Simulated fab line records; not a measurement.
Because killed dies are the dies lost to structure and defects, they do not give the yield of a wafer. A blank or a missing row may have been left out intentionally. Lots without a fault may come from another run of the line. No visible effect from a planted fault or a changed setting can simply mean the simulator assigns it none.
Chamber matching || flow n5-finfet || N5_MOL_CONTACT_COAG_ETCHBACK_135 on rie-diel-02: 4 sister chambers
The step etches SiO2 in CHF3, target depth 25 nm, time 16.7 s. 14 wafers are shown with their chamber, then 7 later ones without.

## EACH WAFER AND ITS CHAMBER
{"wafer": "L078.2", "chamber": 3, "showerhead-plenum-p-Torr (Torr)": 2.37, "rf-vpp-V (V)": 517, "drypump-motor-current-A (A)": 6.2}
{"wafer": "L078.4", "chamber": 0, "showerhead-plenum-p-Torr (Torr)": 2.36, "rf-vpp-V (V)": 535, "drypump-motor-current-A (A)": 5.7}
{"wafer": "L078.5", "chamber": 2, "showerhead-plenum-p-Torr (Torr)": 2.47, "rf-vpp-V (V)": 511, "drypump-motor-current-A (A)": 5.7}
{"wafer": "L080.2", "chamber": 2, "showerhead-plenum-p-Torr (Torr)": 2.47, "rf-vpp-V (V)": 511, "drypump-motor-current-A (A)": 5.7}
{"wafer": "L080.3", "chamber": 0, "showerhead-plenum-p-Torr (Torr)": 2.36, "rf-vpp-V (V)": 536, "drypump-motor-current-A (A)": 5.8}
{"wafer": "L080.4", "chamber": 3, "showerhead-plenum-p-Torr (Torr)": 2.37, "rf-vpp-V (V)": 517, "drypump-motor-current-A (A)": 6.3}
{"wafer": "L083.1", "chamber": 2, "showerhead-plenum-p-Torr (Torr)": 2.47, "rf-vpp-V (V)": 512, "drypump-motor-current-A (A)": 5.7}
{"wafer": "L083.2", "chamber": 1, "showerhead-plenum-p-Torr (Torr)": 2.29, "rf-vpp-V (V)": 528, "drypump-motor-current-A (A)": 5.3}
{"wafer": "L083.4", "chamber": 3, "showerhead-plenum-p-Torr (Torr)": 2.37, "rf-vpp-V (V)": 517, "drypump-motor-current-A (A)": 6.2}
{"wafer": "L087.2", "chamber": 1, "showerhead-plenum-p-Torr (Torr)": 2.29, "rf-vpp-V (V)": 529, "drypump-motor-current-A (A)": 5.3}
{"wafer": "L087.5", "chamber": 0, "showerhead-plenum-p-Torr (Torr)": 2.36, "rf-vpp-V (V)": 536, "drypump-motor-current-A (A)": 5.8}
{"wafer": "L087.6", "chamber": 3, "showerhead-plenum-p-Torr (Torr)": 2.37, "rf-vpp-V (V)": 517, "drypump-motor-current-A (A)": 6.3}
{"wafer": "L089.2", "chamber": 0, "showerhead-plenum-p-Torr (Torr)": 2.36, "rf-vpp-V (V)": 535, "drypump-motor-current-A (A)": 5.8}
{"wafer": "L089.3", "chamber": 2, "showerhead-plenum-p-Torr (Torr)": 2.46, "rf-vpp-V (V)": 510, "drypump-motor-current-A (A)": 5.7}

SIGNATURES (averages over the wafers above)
{"reading": "showerhead-plenum-p-Torr", "chamber 0": 2.3600, "chamber 1": 2.2900, "chamber 2": 2.4675, "chamber 3": 2.3700, "scatter within a chamber": 0.00274}
{"reading": "rf-vpp-V", "chamber 0": 535.50, "chamber 1": 528.50, "chamber 2": 511.00, "chamber 3": 517.00, "scatter within a chamber": 0.592}
{"reading": "drypump-motor-current-A", "chamber 0": 5.775, "chamber 1": 5.300, "chamber 2": 5.700, "chamber 3": 6.250, "scatter within a chamber": 0.0418}
Rule: distance of a wafer from a chamber = root of the sum over the readings of ((wafer's reading minus chamber's mean) / reading's scatter) squared. If the next closest chamber is less than 2 further off than the closest, the wafer can't be placed; otherwise it belongs to the closest. The scatter is the square root of a quotient: the sum, over the shown wafers, of each reading's squared deviation from its chamber's mean, divided by wafers minus chambers.

## WAFERS WITH NO CHAMBER GIVEN
{"wafer": "L089.4", "showerhead-plenum-p-Torr (Torr)": 2.28, "rf-vpp-V (V)": 529, "drypump-motor-current-A (A)": 5.3}
{"wafer": "L094.2", "showerhead-plenum-p-Torr (Torr)": 2.35, "rf-vpp-V (V)": 535, "drypump-motor-current-A (A)": 5.7}
{"wafer": "L094.4", "showerhead-plenum-p-Torr (Torr)": 2.36, "rf-vpp-V (V)": 516, "drypump-motor-current-A (A)": 6.3}
{"wafer": "L094.6", "showerhead-plenum-p-Torr (Torr)": 2.28, "rf-vpp-V (V)": 529, "drypump-motor-current-A (A)": 5.3}
{"wafer": "L095.3", "showerhead-plenum-p-Torr (Torr)": 2.46, "rf-vpp-V (V)": 512, "drypump-motor-current-A (A)": 5.7}
{"wafer": "L095.4", "showerhead-plenum-p-Torr (Torr)": 2.35, "rf-vpp-V (V)": 535, "drypump-motor-current-A (A)": 5.8}
{"wafer": "L095.6", "showerhead-plenum-p-Torr (Torr)": 2.46, "rf-vpp-V (V)": 509, "drypump-motor-current-A (A)": 5.7}

## CHAMBER TAKEN BY EACH
{"wafer": "L089.4", "from the rows above": 1, "in truth": 1}
{"wafer": "L094.2", "from the rows above": 0, "in truth": 0}
{"wafer": "L094.4", "from the rows above": 3, "in truth": 3}
{"wafer": "L094.6", "from the rows above": 1, "in truth": 1}
{"wafer": "L095.3", "from the rows above": 2, "in truth": 2}
{"wafer": "L095.4", "from the rows above": 0, "in truth": 0}
{"wafer": "L095.6", "from the rows above": 2, "in truth": 2}
7 of 7 placed correctly. Not placeable from these rows: 0. Placed wrongly: 0.
